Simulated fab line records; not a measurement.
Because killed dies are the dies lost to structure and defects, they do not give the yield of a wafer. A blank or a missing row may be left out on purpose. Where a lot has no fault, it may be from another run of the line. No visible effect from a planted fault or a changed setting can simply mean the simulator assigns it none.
fab line records	flow n5Finfet	part 1 of 2: steps 1 to 21 of 29
[record] lots = 5	wafers = 15	lastDay = 19
route steps=1938 shown TV_OPEN@1887 PAD_METAL@1893 PASSIVATION@1897
lots untouched by any fault: they come from a run of this same line in which no faults occurred
startH: hours from the record's first day to the start of the lot's first wafer shown	waitH: hours since the lot's step before	" repeats the value in the row above	L1.1+2: a row that stands for several wafers	- no value present, or no start provided	* or withheld: withheld	< > ~ a bound
route shown NAME@n: NAME is a module with steps in the file, n the number in the route of the first one	usual: mean/standard deviation taken from wafers without a fault	same: alike in all rows	chamber/n: place in a boat	sites: per-site readings	_std_site: the standard deviation of these	_edge_site: outer sites' mean less inner sites'	radiusMm: for every site, how far away it sits from the centre of the wafer	mask NAME#n: copy n	behind: the tool/chamber that last shaped the wafer	hold: the reason the lot was held/the length of the hold in hours/how it ended	device: transistor that didn't switch, given as n, p or np	end of line: the tests these same wafers got at the end of their route	step lacking rows: just its recipe	killed: dies that structure and defects cost at the first sort, which is not the same as the wafer's yield	map: shows each die of a wafer: x if killed, . if not, _ if none is there
set.NAME: the run value of the setting; set.NAME@STEP: its run value at that earlier step	model.NAME: the simulator's own value behind a step, which no gauge read
a table for each step, a row for each wafer; lots at some steps of the route
services: when a tool's chamber went out of use (startH, in hours from the record's first day, below 0 if earlier), for how many hours, and the reason
[[steps]]
[step N5_PASSIVATION_PASS_ETCH_74]
[recipe] chemistry = CF4/O2	target = SiNx	targetDepthA = 2200	timeS = 110	ionEnergyEv = 100	pressureMtorr = 40	sourceW = 535	biasW = 49	Ar_flow_sccm = 100	cf4FlowSccm = 100	O2_flow_sccm = 10
[usual] drypumpMotorCurrentA = 5.4/0.46	oes_ar_750_au = 0.78/0.087	oes_f_703_au = 0.78/0.085	oesProductAu = 0.78/0.091	rfVppV = 241.3/2.6	showerheadPlenumPTorr = 2.25/0.047	throttleValvePct = 15.99/0.17
lot.wafer	tool	chamber	startH	waitH	drypumpMotorCurrentA	oes_ar_750_au	oes_f_703_au	oesProductAu	rfHoursCounterH	rfVppV	showerheadPlenumPTorr	throttleValvePct
L082.1	rieDiel-04	2	331.34	0.0	5.5	0.68	0.68	0.68	242	241.0	2.17	16.17
L082.3	"	1	"	"	6.1	0.91	0.91	0.92	21	240.5	2.34	15.74
L082.6	"	0	"	"	6.1	0.89	0.87	0.89	-	246.7	2.24	15.93
L087.1	rieDiel-02	0	387.75	0.0	5.0	0.97	0.96	0.98	1	243.4	2.25	15.74
L087.3	"	3	"	"	5.5	0.76	0.76	0.76	136	241.9	2.30	15.83
L087.4	"	1	"	"	5.1	0.72	0.71	0.70	214	239.5	2.28	15.91
L088.3	rieDiel-01	3	409.79	0.0	4.6	0.70	0.69	0.69	227	241.5	2.27	15.97
L088.5	"	3	"	"	4.6	0.70	0.69	0.70	-	239.7	2.27	15.99
L088.6	"	2	"	"	4.9	0.71	0.73	0.71	-	238.1	2.18	16.26
L094.1	rieDiel-01	1	431.56	0.0	5.8	0.86	0.87	0.85	47	244.5	2.25	15.96
L094.4	"	0	"	"	5.5	0.70	0.71	0.69	220	242.3	2.27	15.95
L094.6	"	0	"	"	5.5	0.70	0.71	0.70	-	242.5	2.27	15.95
L092.1	rieDiel-01	3	455.18	0.0	4.6	0.69	0.69	0.69	241	239.4	2.26	16.01
L092.2	"	1	"	"	5.8	0.85	0.85	0.85	54	244.0	2.24	16.00
L092.6	"	1	"	"	5.7	0.85	0.85	0.85	-	242.8	2.24	15.99
[step N5_PASSIVATION_VIA_ETCH_13]
[recipe] chemistry = CHF3/O2	target = SiO2	targetDepthA = 6600	CHF3_flow_sccm = 50	O2_flow_sccm = 5	Ar_flow_sccm = 200	timeS = 330	maskMaterial = PR	pressureMtorr = 30	sourceW = 650	biasW = 170	ionEnergyEv = 200	ends = cleared
[usual] drypumpMotorCurrentA = 5.4/0.45	etchRfOnTimeS = 237/4.3	oes_ar_750_au = 0.78/0.086	oes_f_703_au = 0.78/0.084	oesProductAu = 0.70/0.083	rfVppV = 525/5.4	showerheadPlenumPTorr = 2.45/0.053	throttleValvePct = 18.86/0.16
lot.wafer	tool	chamber	startH	waitH	drypumpMotorCurrentA	etchRfOnTimeS	oes_ar_750_au	oes_f_703_au	oesProductAu	rfHoursCounterH	rfVppV	showerheadPlenumPTorr	throttleValvePct
L082.1	rieDiel-04	2	331.44	0.0	5.5	241	0.68	0.68	0.62	242	526	2.38	19.09
L082.3	"	1	"	"	6.1	238	0.91	0.91	0.82	21	526	2.56	18.67
L082.6	"	0	"	"	6.1	242	0.89	0.88	0.82	-	535	2.45	18.88
L087.1	rieDiel-02	0	387.84	0.0	5.0	233	0.98	0.97	0.88	1	530	2.46	18.67
L087.3	"	3	"	"	5.5	239	0.77	0.77	0.69	136	527	2.51	18.72
L087.4	"	1	"	"	5.1	240	0.71	0.72	0.63	214	519	2.49	18.76
L088.3	rieDiel-01	3	409.88	0.0	4.7	239	0.70	0.70	0.63	227	525	2.48	18.84
L088.5	"	3	"	"	4.6	241	0.70	0.70	0.63	-	525	2.48	18.84
L088.6	"	2	"	"	5.0	237	0.72	0.73	0.63	-	515	2.38	19.10
L094.1	rieDiel-01	1	431.66	0.0	5.8	234	0.86	0.86	0.78	47	531	2.45	18.90
L094.4	"	0	"	"	5.5	241	0.71	0.72	0.63	220	528	2.47	18.74
L094.6	"	0	"	"	5.5	240	0.71	0.71	0.63	-	528	2.47	18.77
L092.1	rieDiel-01	3	455.28	0.0	4.6	242	0.70	0.69	0.61	241	524	2.47	18.85
L092.2	"	1	"	"	5.7	233	0.85	0.85	0.76	54	529	2.45	18.91
L092.6	"	1	"	"	5.8	239	0.86	0.85	0.76	-	528	2.45	18.91
[step N5_PASSIVATION_STRIP_14]
[recipe] chemistry = O2	powerW = 600	tempC = 60	pressureMtorr = 30	rfFrequencyHz = 6e+07	biasPowerW = 0	overashFraction = 0.5	o2FlowSccm = 225
[usual] drypumpMotorCurrentA = 5.4/0.46	oesProductAu = 0.78/0.094	rfVppV = 3.7/1	showerheadPlenumPTorr = 2.14/0.045	throttleValvePct = 16.67/0.18
lot.wafer	tool	chamber	startH	waitH	drypumpMotorCurrentA	oesProductAu	rfHoursCounterH	rfVppV	showerheadPlenumPTorr	throttleValvePct
L082.1	rieDiel-04	2	331.63	0.1	5.5	0.68	242	4.1	2.06	16.86
L082.3	"	1	"	"	6.1	0.90	21	2.4	2.23	16.40
L082.6	"	0	"	"	6.1	0.89	-	2.3	2.14	16.67
L087.1	rieDiel-02	0	388.04	0.1	5.0	0.97	2	3.4	2.15	16.43
L087.3	"	3	"	"	5.5	0.76	136	4.1	2.18	16.50
L087.4	"	1	"	"	5.0	0.71	214	3.5	2.17	16.60
L088.3	rieDiel-01	3	410.08	0.1	4.6	0.70	228	3.8	2.15	16.60
L088.5	"	3	"	"	4.7	0.69	-	4.4	2.15	16.60
L088.6	"	2	"	"	5.0	0.72	-	3.0	2.08	16.97
L094.1	rieDiel-01	1	431.85	0.1	5.8	0.87	48	2.0	2.13	16.62
L094.4	"	0	"	"	5.5	0.70	220	2.9	2.16	16.61
L094.6	"	0	"	"	5.5	0.68	-	2.7	2.16	16.62
L092.1	rieDiel-01	3	455.47	0.1	4.6	0.69	241	4.9	2.15	16.66
L092.2	"	1	"	"	5.8	0.84	54	4.9	2.13	16.65
L092.6	"	1	"	"	5.8	0.87	-	4.1	2.13	16.65
[step N5_PASSIVATION_ETCH_15]
[recipe] chemistry = CF4/N2	target = SiCN	targetDepthA = 750	taperDeg = 2	timeS = 81.2	ionEnergyEv = 150	maskMaterial = SiNx	pressureMtorr = 40	sourceW = 430	biasW = 70	Ar_flow_sccm = 100	cf4FlowSccm = 60	n2FlowSccm = 60
[usual] drypumpMotorCurrentA = 5.4/0.46	oesProductAu = 0.78/0.092	rfVppV = 383.2/1.4	showerheadPlenumPTorr = 2.25/0.048	throttleValvePct = 15.44/0.17
lot.wafer	tool	chamber	startH	waitH	drypumpMotorCurrentA	oesProductAu	rfHoursCounterH	rfVppV	showerheadPlenumPTorr	throttleValvePct
L082.1	rieDiel-04	2	-	-	5.5	0.69	242	380.5	2.17	15.65
L082.3	"	1	"	"	6.1	0.91	21	385.3	2.34	15.16
L082.6	"	0	"	"	6.1	0.89	-	382.8	2.24	15.38
L087.1	rieDiel-02	0	-	-	5.1	0.97	2	382.8	2.26	15.20
L087.3	"	3	"	"	5.5	0.76	136	383.0	2.30	15.31
L087.4	"	1	"	"	5.0	0.71	214	383.6	2.28	15.38
L088.3	rieDiel-01	3	-	-	4.6	0.69	228	382.9	2.27	15.46
L088.5	"	3	"	"	4.6	0.69	-	383.3	2.27	15.46
L088.6	"	2	"	"	4.9	0.71	-	381.9	2.18	15.72
L094.1	rieDiel-01	1	-	-	5.8	0.87	48	383.2	2.25	15.41
L094.4	"	0	"	"	5.5	0.70	220	383.4	2.27	15.40
L094.6	"	0	"	"	5.5	0.70	-	384.2	2.27	15.41
L092.1	rieDiel-01	3	-	-	4.6	0.68	241	384.3	2.27	15.49
L092.2	"	1	"	"	5.8	0.86	54	383.0	2.24	15.43
L092.6	"	1	"	"	5.8	0.85	-	382.3	2.24	15.41
[step N5_PASSIVATION_STRIP_73]
[recipe] chemistry = postEtchResidueRemover	timeS = 60	tempC = 25	removerPh = withheld	removerWaterWtPct = withheld	removerFluorideWtPct = withheld
lot.wafer	tool	chamber	startH	waitH
L082.1+3+6	wetBench-04	2,3,0	331.79	-
L087.1+3+4	wetBench-02	7,3,0	388.20	-
L088.3+5+6	wetBench-02	4,0,3	410.23	-
L094.1+4+6	wetBench-04	2,7,1	432.06	-
L092.1+2+6	wetBench-02	1,6,2	455.63	-
[step N5_PASSIVATION_SRD_17]
[recipe] timeS = 30	tempC = 23	rinseLiquid = diw	dry = n2Spin	spinRpm = 1500	dryTimeS = 30
[same] dryTimeS = 30
lot.wafer	tool	chamber	startH	waitH
L082.1+3+6	wetBench-04	2,3,0	331.81	0.0
L087.1+3+4	wetBench-02	7,3,0	388.22	0.0
L088.3+5+6	wetBench-02	4,0,3	410.27	0.0
L094.1+4+6	wetBench-04	2,7,1	432.08	0.0
L092.1+2+6	wetBench-02	1,6,2	455.65	0.0
[step N5_PASSIVATION_DEGAS_18]
[recipe] ambient = vacuum	tempC = 300	timeS = 60
[usual] heaterPowerW = 439/59
lot.wafer	tool	chamber	startH	waitH	heaterPowerW
L082.1	pvdSputter-02	-	333.33	1.5	392
L082.3	"	-	"	"	452
L082.6	"	-	"	"	418
L087.1	pvdSputter-03	-	388.32	0.1	403
L087.3	"	-	"	"	574
L087.4	"	-	"	"	356
L088.3	pvdSputter-02	-	410.82	0.5	425
L088.5	"	-	"	"	398
L088.6	"	-	"	"	439
L094.1	pvdSputter-01	-	432.37	0.3	402
L094.4	"	-	"	"	437
L094.6	"	-	"	"	494
L092.1	pvdSputter-03	-	456.04	0.4	443
L092.2	"	-	"	"	354
L092.6	"	-	"	"	346
[step N5_PASSIVATION_PRE_CLEAN_19]
[recipe] gas = H2/He	timeS = *	tempC = *
[usual] heaterPowerW = 440/59
lot.wafer	tool	chamber	startH	waitH	heaterPowerW
L082.1	pvdSputter-02	-	333.37	0.0	400
L082.3	"	-	"	"	447
L082.6	"	-	"	"	429
L087.1	pvdSputter-03	-	388.36	0.0	386
L087.3	"	-	"	"	584
L087.4	"	-	"	"	352
L088.3	pvdSputter-02	-	410.86	0.0	435
L088.5	"	-	"	"	395
L088.6	"	-	"	"	450
L094.1	pvdSputter-01	-	432.41	0.0	409
L094.4	"	-	"	"	437
L094.6	"	-	"	"	492
L092.1	pvdSputter-03	-	456.08	0.0	444
L092.2	"	-	"	"	347
L092.6	"	-	"	"	350
[step N5_PASSIVATION_SPUTTER_20]
[recipe] material = TaN	targetThkA = 500	tempC = 25	chamberPressurePa = 0.4
[usual] throttleValvePct = 30.3/1.5
lot.wafer	tool	chamber	startH	waitH	throttleValvePct
L082.1	pvdSputter-02	-	333.41	0.0	32.3
L082.3	"	-	"	"	29.6
L082.6	"	-	"	"	29.4
L087.1	pvdSputter-03	-	388.40	0.0	29.6
L087.3	"	-	"	"	32.4
L087.4	"	-	"	"	31.1
L088.3	pvdSputter-02	-	410.90	0.0	29.1
L088.5	"	-	"	"	32.3
L088.6	"	-	"	"	29.7
L094.1	pvdSputter-01	-	432.45	0.0	29.4
L094.4	"	-	"	"	29.7
L094.6	"	-	"	"	32.7
L092.1	pvdSputter-03	-	456.12	0.0	30.0
L092.2	"	-	"	"	30.8
L092.6	"	-	"	"	30.9
[step N5_PASSIVATION_AL_DEP_21]
[recipe] material = Al	targetThkA = 28000	tempC = 400	timeS = 170	powerW = 30000	chamberPressurePa = 0.4	gas = Ar
[usual] throttleValvePct = 30.3/1.5
lot.wafer	tool	chamber	startH	waitH	throttleValvePct
L082.1	pvdSputter-02	-	333.51	0.1	32.2
L082.3	"	-	"	"	29.5
L082.6	"	-	"	"	29.4
L087.1	pvdSputter-03	-	388.50	0.1	29.2
L087.3	"	-	"	"	32.4
L087.4	"	-	"	"	31.3
L088.3	pvdSputter-02	-	411.00	0.1	29.3
L088.5	"	-	"	"	32.5
L088.6	"	-	"	"	29.1
L094.1	pvdSputter-01	-	432.55	0.1	29.2
L094.4	"	-	"	"	30.0
L094.6	"	-	"	"	32.8
L092.1	pvdSputter-03	-	456.22	0.1	29.8
L092.2	"	-	"	"	31.2
L092.6	"	-	"	"	31.0
[step N5_PASSIVATION_HMDS_23]
[recipe] timeS = 60	tempC = 120
[usual] chillPlateTempC = 22.97/0.11	plateTempC = 119.98/0.13
lot.wafer	tool	chamber	startH	waitH	chillPlateTempC	plateTempC
L082.1	lithoTrack-02	0	333.70	0.1	22.88	119.90
L082.3	"	0	"	"	22.80	120.00
L082.6	"	0	"	"	22.92	119.80
L087.1	lithoTrack-01	0	388.69	0.1	22.94	120.10
L087.3	"	0	"	"	22.84	119.96
L087.4	"	0	"	"	22.91	120.00
L088.3	lithoTrack-01	0	411.18	0.1	22.95	120.24
L088.5	"	0	"	"	23.10	120.14
L088.6	"	0	"	"	22.99	120.28
L094.1	lithoTrack-02	0	432.73	0.1	22.88	120.21
L094.4	"	0	"	"	22.88	119.88
L094.6	"	0	"	"	23.03	120.41
L092.1	lithoTrack-03	0	456.40	0.1	23.21	120.02
L092.2	"	0	"	"	22.94	119.85
L092.6	"	0	"	"	23.19	120.14
[step N5_PASSIVATION_COAT_24]
[recipe] spinRpm = 3000	resistThkNm = withheld
[usual] chillPlateTempC = 23.01/0.12
lot.wafer	tool	chamber	startH	waitH	chillPlateTempC
L082.1	lithoTrack-02	0	-	-	22.90
L082.3	"	0	"	"	22.95
L082.6	"	0	"	"	22.95
L087.1	lithoTrack-01	0	-	-	23.03
L087.3	"	0	"	"	23.01
L087.4	"	0	"	"	22.96
L088.3	lithoTrack-01	0	-	-	23.11
L088.5	"	0	"	"	23.06
L088.6	"	0	"	"	23.06
L094.1	lithoTrack-02	0	-	-	23.08
L094.4	"	0	"	"	23.02
L094.6	"	0	"	"	23.22
L092.1	lithoTrack-03	0	-	-	23.03
L092.2	"	0	"	"	23.16
L092.6	"	0	"	"	23.05
[step N5_PASSIVATION_EBR_26]
[recipe] solvent = PGMEA	ebrWidthMm = 1.5
[usual] chillPlateTempC = 22.99/0.11
lot.wafer	tool	chamber	startH	waitH	chillPlateTempC
L082.1	lithoTrack-02	0	-	-	22.98
L082.3	"	0	"	"	23.10
L082.6	"	0	"	"	23.08
L087.1	lithoTrack-01	0	-	-	23.00
L087.3	"	0	"	"	23.06
L087.4	"	0	"	"	23.06
L088.3	lithoTrack-01	0	-	-	23.13
L088.5	"	0	"	"	23.04
L088.6	"	0	"	"	23.06
L094.1	lithoTrack-02	0	-	-	23.11
L094.4	"	0	"	"	23.15
L094.6	"	0	"	"	22.92
L092.1	lithoTrack-03	0	-	-	23.25
L092.2	"	0	"	"	23.16
L092.6	"	0	"	"	23.01
[step N5_PASSIVATION_SOFTBAKE_25]
[recipe] tempC = 100	timeS = 90
[usual] chillPlateTempC = 22.99/0.11	plateTempC = 100.00/0.13
lot.wafer	tool	chamber	startH	waitH	chillPlateTempC	plateTempC
L082.1	lithoTrack-02	0	-	-	23.07	100.18
L082.3	"	0	"	"	22.83	100.07
L082.6	"	0	"	"	23.02	99.96
L087.1	lithoTrack-01	0	-	-	23.11	100.23
L087.3	"	0	"	"	23.17	99.95
L087.4	"	0	"	"	23.15	100.17
L088.3	lithoTrack-01	0	-	-	22.94	100.08
L088.5	"	0	"	"	22.87	100.02
L088.6	"	0	"	"	22.80	99.91
L094.1	lithoTrack-02	0	-	-	22.80	99.99
L094.4	"	0	"	"	22.85	99.93
L094.6	"	0	"	"	22.80	100.08
L092.1	lithoTrack-03	0	-	-	22.95	99.99
L092.2	"	0	"	"	22.77	99.92
L092.6	"	0	"	"	22.79	100.03
[step N5_PASSIVATION_EXPOSE_27]
[recipe] maskId = PAD	na = 0.55	sourceShape = conventional	sigmaOuter = 0.8	polarization = unpolarized	defocusNm = 0	doseMj = 32.3
[usual] reticleTempC = 23.00/0.11
lot.wafer	tool	chamber	startH	waitH	mask	reticleTempC
L082.1	krfScanner-01	0	333.93	-	PAD#0	23.15
L082.3	"	0	"	"	PAD#0	22.89
L082.6	"	0	"	"	PAD#0	23.01
L087.1	krfScanner-01	0	388.95	-	PAD#0	22.90
L087.3	"	0	"	"	PAD#0	22.83
L087.4	"	0	"	"	PAD#0	22.96
L088.3	krfScanner-02	0	411.43	-	PAD#0	22.96
L088.5	"	0	"	"	PAD#0	23.04
L088.6	"	0	"	"	PAD#0	23.05
L094.1	krfScanner-02	0	433.20	-	PAD#0	22.97
L094.4	"	0	"	"	PAD#0	22.98
L094.6	"	0	"	"	PAD#0	23.02
L092.1	krfScanner-01	0	456.51	-	PAD#0	23.05
L092.2	"	0	"	"	PAD#0	23.09
L092.6	"	0	"	"	PAD#0	22.97
[step N5_PASSIVATION_PEB_28]
[recipe] pebTempC = withheld	pebTimeS = *
[usual] chillPlateTempC = *
lot.wafer	tool	chamber	startH	waitH	chillPlateTempC
L082.1	lithoTrack-01	0	333.99	0.1	*
L082.3	"	0	"	"	*
L082.6	"	0	"	"	*
L087.1	lithoTrack-01	0	389.01	0.1	*
L087.3	"	0	"	"	*
L087.4	"	0	"	"	*
L088.3	lithoTrack-01	0	411.47	0.0	*
L088.5	"	0	"	"	*
L088.6	"	0	"	"	*
L094.1	lithoTrack-02	0	433.26	0.1	*
L094.4	"	0	"	"	*
L094.6	"	0	"	"	*
L092.1	lithoTrack-01	0	456.57	0.1	*
L092.2	"	0	"	"	*
L092.6	"	0	"	"	*
[step N5_PASSIVATION_DEVELOP_29]
[recipe] developTimeS = 60	rinseLiquid = diw	dry = airSpin	devTempC = 21
[usual] chillPlateTempC = 22.98/0.097
lot.wafer	tool	chamber	startH	waitH	chillPlateTempC
L082.1	lithoTrack-01	0	-	-	22.94
L082.3	"	0	"	"	23.10
L082.6	"	0	"	"	22.90
L087.1	lithoTrack-01	0	-	-	22.98
L087.3	"	0	"	"	22.99
L087.4	"	0	"	"	23.19
L088.3	lithoTrack-01	0	-	-	23.19
L088.5	"	0	"	"	22.89
L088.6	"	0	"	"	22.89
L094.1	lithoTrack-02	0	-	-	23.16
L094.4	"	0	"	"	23.18
L094.6	"	0	"	"	23.14
L092.1	lithoTrack-01	0	-	-	22.88
L092.2	"	0	"	"	22.87
L092.6	"	0	"	"	22.86
[step N5_PASSIVATION_HARDBAKE_31]
[recipe] tempC = 130	timeS = 120
[usual] chillPlateTempC = 22.96/0.12	plateTempC = 130.00/0.14
lot.wafer	tool	chamber	startH	waitH	chillPlateTempC	plateTempC
L082.1	lithoTrack-01	0	-	-	22.86	130.02
L082.3	"	0	"	"	23.12	129.86
L082.6	"	0	"	"	22.81	129.92
L087.1	lithoTrack-01	0	-	-	22.83	129.95
L087.3	"	0	"	"	22.77	130.15
L087.4	"	0	"	"	23.02	130.18
L088.3	lithoTrack-01	0	-	-	23.05	129.98
L088.5	"	0	"	"	22.80	129.80
L088.6	"	0	"	"	22.89	129.92
L094.1	lithoTrack-02	0	-	-	22.97	130.13
L094.4	"	0	"	"	23.11	130.10
L094.6	"	0	"	"	22.93	130.10
L092.1	lithoTrack-01	0	-	-	22.84	129.92
L092.2	"	0	"	"	22.78	129.98
L092.6	"	0	"	"	22.78	130.24
[step N5_PASSIVATION_CD_MEAS_30]
[recipe] targetCdNm = 4000	landingEnergyEv = 500	detector = seInlens	polarity = opening
[usual] cdNm = 3999.5/1.4
[same] landingEnergyEv = 500
lot.wafer	tool	chamber	startH	waitH	cdNm
L082.1	cdSem-02	0	334.11	-	4000.6
L082.3	"	0	"	"	4001.6
L082.6	"	0	"	"	4001.9
L087.1	cdSem-01	0	389.13	-	4000.9
L087.3	"	0	"	"	3999.8
L087.4	"	0	"	"	3999.5
L088.3	cdSem-02	0	411.60	-	4000.2
L088.5	"	0	"	"	4001.2
L088.6	"	0	"	"	4001.8
L094.1	cdSem-03	0	433.38	-	4002.5
L094.4	"	0	"	"	4000.9
L094.6	"	0	"	"	3999.4
L092.1	cdSem-03	0	456.69	-	3999.8
L092.2	"	0	"	"	3999.9
L092.6	"	0	"	"	4003.0
[step N5_PASSIVATION_OVL_MEAS_63]
[recipe] pointsPerWafer = 44
[usual] PAD_OVL = -3/4.9
lot.wafer	tool	chamber	startH	waitH	PAD_OVL[nm]
L082.1	overlay-02	0	334.14	0.0	-10
L082.3	"	0	"	"	3
L082.6	"	0	"	"	-9
L087.1	overlay-02	0	389.16	0.0	3
L087.3	"	0	"	"	3
L087.4	"	0	"	"	-1
L088.3	overlay-01	0	411.63	0.0	-6
L088.5	"	0	"	"	-9
L088.6	"	0	"	"	0
L094.1	overlay-01	0	433.41	0.0	5
L094.4	"	0	"	"	-7
L094.6	"	0	"	"	-3
L092.1	overlay-02	0	456.72	0.0	-1
L092.2	"	0	"	"	-5
L092.6	"	0	"	"	-1
[step N5_PASSIVATION_INSPECT_64]
[recipe] mode = adi	inspectInstrument = macro
[usual] rawDefectCount = 2.0/1.5
lot.wafer	tool	chamber	startH	waitH	rawDefectCount
L082.1	defectInspect-02	-	334.16	0.0	0
L082.3	"	-	"	"	3
L082.6	"	-	"	"	1
L087.1	defectInspect-02	-	389.18	0.0	1
L087.3	"	-	"	"	3
L087.4	"	-	"	"	0
L088.3	defectInspect-01	-	411.66	0.0	1
L088.5	"	-	"	"	1
L088.6	"	-	"	"	1
L094.1	defectInspect-02	-	433.43	0.0	3
L094.4	"	-	"	"	4
L094.6	"	-	"	"	2
L092.1	defectInspect-01	-	456.74	0.0	0
L092.2	"	-	"	"	3
L092.6	"	-	"	"	5
